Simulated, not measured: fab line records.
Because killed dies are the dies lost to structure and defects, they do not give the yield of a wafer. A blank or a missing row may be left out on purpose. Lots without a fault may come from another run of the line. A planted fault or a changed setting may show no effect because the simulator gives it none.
Struck lot and sound lot, side by side    flow n5-finfet    18 out of 1938 route steps
Sound: the wafers L422.1, L422.3, L422.6. Struck: wafer L411.6 (L411.2, L411.5, from the same lot, were not struck and are left out); the cause is given at the end.
For every step that has rows: the tool of each side, followed by ch and its chambers, followed by its first start. Under that, the readings that differ: sound wafers    struck wafers    difference of the means    sigmas: that difference in standard deviations of wafers without a fault.
alike: a reading whose means differ by less than 2 such deviations, as well as words and numbers matching on both sides. not compared: withheld readings; readings where some wafer has no value; bounds like >300 that might hide an equal value; numbers whose values overlap and for which the record gives no deviation.
The two part at a step that has a row with sigmas, a row that says differs or no value, or rows on one side only. Numbers that have no deviation but don't overlap get no sigmas and don't part them. A reading that every wafer of one side lacks parts them only if that side has two wafers or more.

first, 7 steps without rows for these wafers: N5_FIN_SAQP_COAT_50 (time 60 s, resist thk 35 nm); N5_FIN_SAQP_COAT_10 (resist thk 90 nm); N5_FIN_SAQP_EBR_12; N5_FIN_SAQP_SOFTBAKE_11 (time 60 s); N5_FIN_SAQP_EXPOSE_13 (exposes mask FIN CORE, target cd 35.6 nm); N5_FIN_SAQP_PEB_14 (peb time 60 s); N5_FIN_SAQP_DEVELOP_15 (develop time 30 s).
N5_FIN_SAQP_CD_MEAS_16: target cd 35.6 nm.
  sound on cd-sem-03 ch 0, day 6 09:41; struck on cd-sem-03 ch 0, day 3 15:38
  alike: cd-nm
N5_FIN_SAQP_OVL_MEAS_17:
  sound on overlay-01 ch 0, day 6 09:44; struck on overlay-02 ch 0, day 3 15:41
  alike: FIN_CORE_OVL
N5_FIN_SAQP_INSPECT_18: inspects for defects (brightfield).
  sound: defect-inspect-01 at day 6 09:45; struck: defect-inspect-02 at day 3 15:43
reading           sound        struck  difference  sigmas
raw-defect-count  294 391 431  735     +363        +3
N5_FIN_SAQP_DESCUM_21: chemistry O2, time 7.9 s.
  sound on rie-diel-02 ch 0,3, day 6 09:47; struck on rie-diel-02 ch 0, day 3 15:53
  alike: drypump-motor-current-A, oes-product-au, rf-vpp-V, showerhead-plenum-p-Torr, throttle-valve-pct
  not compared: rf-hours-counter-h
N5_FIN_SAQP_ETCH_51: etches SiARC in CF4, target depth 45.5 nm, time 75.8 s.
  sound on rie-diel-02 ch 0,3, day 6 09:49; struck on rie-diel-02 ch 0, day 3 15:56
  alike: drypump-motor-current-A, etch-rf-on-time-s, oes-product-au, rf-vpp-V, showerhead-plenum-p-Torr, throttle-valve-pct
  not compared: rf-hours-counter-h
N5_FIN_SAQP_ETCH_52: etches SOC in N2/H2, target depth 100 nm, overetch 20 nm, time 150 s.
  sound on rie-diel-02 ch 0,3, day 6 09:53; struck on rie-diel-02 ch 0, day 3 16:01
reading                                      sound              struck  difference  sigmas
throttle-valve-pct (%)                       17.61 17.58 17.59  18.01   +0.42       +2
model.SiARC_of_FIN_SAQP_COAT_50.thk-nm (nm)  29.33 29.46 29.31  25.57   -3.80       
  alike: drypump-motor-current-A, n2-flow-sccm, oes-product-au, rf-vpp-V, showerhead-plenum-p-Torr
  not compared: rf-hours-counter-h
then, 1 step without rows for these wafers: N5_FIN_SAQP_STRIP_53 (strips in N2/H2).
N5_FIN_SAQP_HM_OPEN_73: chemistry CHF3/O2, target SiO2, stops on a-Si, target depth 12 nm, time 16.8 s.
  sound on rie-diel-02 ch 0,3, day 6 09:59; struck on rie-diel-02 ch 0, day 3 16:11
reading                                      sound             struck  difference  sigmas
model.SiARC_of_FIN_SAQP_COAT_50.thk-nm (nm)  5.887 5.947 5.81  1.701   -4.180      
  alike: CHF3_flow_sccm, drypump-motor-current-A, oes-product-au, rf-vpp-V, showerhead-plenum-p-Torr, throttle-valve-pct
  not compared: rf-hours-counter-h
then, 1 step without rows for these wafers: N5_FIN_SAQP_STRIP_74 (strips in CHF3/O2).
-- the record jumps here: 6 days lie between the struck wafers' starts before and after (it left off in module FIN_SAQP and takes up again in module BEOL_M4, whose first step shown is number 1111 of the route) --
N5_BEOL_M4_RC_MEAS_101:
  sound on prober-01 ch 0, day 12 16:50; struck on prober-01 ch 0, day 9 23:15
reading        sound           struck  difference  sigmas
DIBL_P (mV/V)  40.8 36.2 38.0  33.9    -4.4        -2
  alike: DIBL_N, IOFF_N, IOFF_P, ION_N, ION_P, SS_N, SS_P, VT_N, VT_P
-- the record jumps here: 6 days lie between the struck wafers' starts before and after (it left off in module BEOL_M4 and takes up again in module PASSIVATION, whose first step shown is number 1936 of the route) --
N5_PASSIVATION_PROBE_49:
  sound: prober-01 at day 17 02:53; struck: prober-02 at day 16 02:08
  alike: defect-limited-yield, killed_at_M0_to_M3, killed_at_M4_up, killed-at-contacts, killed-at-front-end, killed-at-other, killed-dies, killed-open, killed-short, sort_bin_5_function, sort_bin_6_memory, sort_bin_8_speed, sort-n-pass, sort-yield-pct

== WHERE THEY PART ==
Earliest at N5_FIN_SAQP_INSPECT_18; latest, in this record, at N5_BEOL_M4_RC_MEAS_101. Later steps at which nothing parts them and some readings are alike: N5_PASSIVATION_PROBE_49.

WHY: the cause the simulator had injected
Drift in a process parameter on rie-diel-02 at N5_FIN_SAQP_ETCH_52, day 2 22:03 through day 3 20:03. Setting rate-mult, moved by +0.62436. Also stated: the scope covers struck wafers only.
